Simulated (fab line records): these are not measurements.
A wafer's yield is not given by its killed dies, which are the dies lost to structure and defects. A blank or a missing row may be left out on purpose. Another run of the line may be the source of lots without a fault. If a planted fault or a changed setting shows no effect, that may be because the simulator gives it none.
Comparing a struck lot with a sound one / flow n5_finfet / 26 steps out of a route of 1938
Sound: the wafers L452.1, L452.4, L452.5. Struck: wafer L459.4 (left out: L459.1, L459.2 of the same lot, which were not struck); the cause appears at the end.
Per side, at each step with rows, come the tool, then ch with its chambers, and then its first start. Under that, the readings that differ: sound wafers / struck wafers / difference of the means / sigmas: that difference in standard deviations of wafers without a fault.
alike: readings with means less than 2 such deviations apart, plus words and numbers identical on both sides. not compared: withheld readings, readings lacking a value on some wafer, bounds such as >300 that could conceal the same value, and numbers that have no deviation in the record and whose values overlap.
A row with sigmas, a row that says differs or no value, or rows on one side alone: a step with any of these is where the two part. Numbers that have no deviation but don't overlap get no sigmas and don't part them. A reading missing from all wafers of one side parts the sides only when that side holds two or more wafers.

first, 4 steps without rows for these wafers: N5_MOL_CONTACT_COAG_SOFTBAKE_79 (time 60 s); N5_MOL_CONTACT_COAG_EXPOSE_81 (exposes mask VG, defocus 0 nm); N5_MOL_CONTACT_COAG_PEB_82 (peb time 60 s); N5_MOL_CONTACT_COAG_DEVELOP_83 (develop time 30 s).
N5_MOL_CONTACT_COAG_CD_MEAS_84: the cd target is 25.1 nm.
  sound on cd_sem-01 ch 0, day 7 01:19; struck on cd_sem-02 ch 0, day 8 19:44
  alike: cd_nm
N5_MOL_CONTACT_COAG_OVL_MEAS_85:
  sound on overlay-02 ch 0, day 7 01:21; struck on overlay-01 ch 0, day 8 19:46
  alike: VG_OVL
N5_MOL_CONTACT_COAG_INSPECT_57: inspects for defects (brightfield).
  sound: defect_inspect-01 at day 7 01:25; struck: defect_inspect-01 at day 8 19:49
reading=raw_defect_count; sound=107 82 134; struck=315; difference=+207; sigmas=+4
N5_MOL_CONTACT_COAG_DESCUM_88: chemistry O2, time 7 s.
  sound on rie_diel-04 ch 0,1, day 7 01:43; struck on rie_diel-04 ch 2, day 8 19:51
  alike: drypump_motor_current_A, oes_product_au, rf_vpp_V, showerhead_plenum_p_Torr, throttle_valve_pct
  not compared: rf_hours_counter_h
N5_MOL_CONTACT_COAG_ETCH_89: etches underlayer in N2/H2, target depth 13 nm, time 10.4 s.
  sound on rie_diel-04 ch 0,1, day 7 01:45; struck on rie_diel-04 ch 2, day 8 19:53
reading=etch_rf_on_time_s (s); sound=10.45 10.35 10.33; struck=9.94; difference=-0.44; sigmas=-2
  alike: drypump_motor_current_A, oes_product_au, rf_vpp_V, showerhead_plenum_p_Torr, throttle_valve_pct
  not compared: rf_hours_counter_h
N5_MOL_CONTACT_COAG_ETCH_90: etches SiARC in CF4, target depth 13 nm, time 21.7 s.
  sound on rie_diel-04 ch 0,1, day 7 01:46; struck on rie_diel-04 ch 2, day 8 19:55
reading=etch_rf_on_time_s (s); sound=21.8 21.7 21.8; struck=20.6; difference=-1.2; sigmas=-3
reading=rf_vpp_V (V); sound=184.0 185.8 183.7; struck=186.9; difference=+2.4; sigmas=+2
  alike: drypump_motor_current_A, oes_product_au, showerhead_plenum_p_Torr, throttle_valve_pct
  not compared: rf_hours_counter_h
N5_MOL_CONTACT_COAG_ALD_131: deposits SiO2, target thk 5 nm, pulse time 1 s, co reactant pulse time 1 s.
  sound on ald_sin-04 ch 1,3, day 7 02:08; struck on ald_sin-03 ch 0, day 8 19:59
  alike: chamber_pressure_Torr, heater_power_w, precursor_pulse_height_rel
then, 1 step without rows for these wafers: N5_MOL_CONTACT_COAG_ETCHBACK_132 (etches SiO2 in CHF3, target depth 10 nm, time 6.7 s).
N5_MOL_CONTACT_COAG_ETCH_91: etches SOC in N2/H2, target depth 60 nm, overetch 21 nm, time 101.2 s.
  sound on rie_diel-06 ch 0,2,3, day 7 02:23; struck on rie_diel-02 ch 2, day 8 20:12
reading=model.SiARC_of_MOL_CONTACT_COAG_COAT_76.thk_nm (nm); sound=5.8 5.8 5.8; struck=3.2; difference=-2.6; sigmas=
  alike: drypump_motor_current_A, oes_product_au, rf_vpp_V, showerhead_plenum_p_Torr, throttle_valve_pct
  not compared: rf_hours_counter_h
then, 5 steps without rows for these wafers: N5_MOL_CONTACT_COAG_STRIP_92 (strips in N2/H2); N5_MOL_CONTACT_COAG_STRIP_93 (strips in N2/H2); N5_MOL_CONTACT_COAG_ETCHBACK_135 (etches SiO2 in CHF3, target depth 25 nm, time 16.7 s); N5_MOL_CONTACT_COAG_STRIP_118 (strips in CHF3); N5_MOL_CONTACT_COAG_VIA_ETCH_46 (etches SiO2 in C4F6/O2, target depth 46 nm, overetch 9.2 nm, time 40 s).
N5_MOL_CONTACT_COAG_STRIP_96: strips in N2/H2.
  sound on rie_diel-06 ch 0,2,3, day 7 02:34; struck on rie_diel-02 ch 2, day 8 20:23
  alike: drypump_motor_current_A, oes_product_au, rf_vpp_V, showerhead_plenum_p_Torr, throttle_valve_pct
  not compared: rf_hours_counter_h
then, 4 steps without rows for these wafers: N5_MOL_CONTACT_COAG_ETCH_47 (etches SiNx in CH3F/O2, stops on W, target depth 27 nm); N5_MOL_CONTACT_COAG_STRIP_119 (strips in N2/H2, time 30 s); N5_MOL_CONTACT_COAG_PRECLEAN_144 (cleans in alkaline clean, time 60 s); N5_MOL_CONTACT_COAG_SRD_145 (time 30 s).
N5_MOL_CONTACT_COAG_CD_MEAS_137: the cd target is 16 nm.
  sound: cd_sem-01 at day 7 02:50; struck: cd_sem-03 at day 8 20:40
reading=cd_nm (nm); sound=16.30 15.53 15.98; struck=17.50; difference=+1.56; sigmas=+5
then, 2 steps without rows for these wafers: N5_MOL_CONTACT_COAG_COAT_62 (time 60 s, resist thk 60 nm); N5_PASSIVATION_PROBE_49.

## WHERE THEY PART
At N5_MOL_CONTACT_COAG_INSPECT_57 first; at N5_MOL_CONTACT_COAG_CD_MEAS_137 last (within this record only).

WHY: whatever the simulator had introduced
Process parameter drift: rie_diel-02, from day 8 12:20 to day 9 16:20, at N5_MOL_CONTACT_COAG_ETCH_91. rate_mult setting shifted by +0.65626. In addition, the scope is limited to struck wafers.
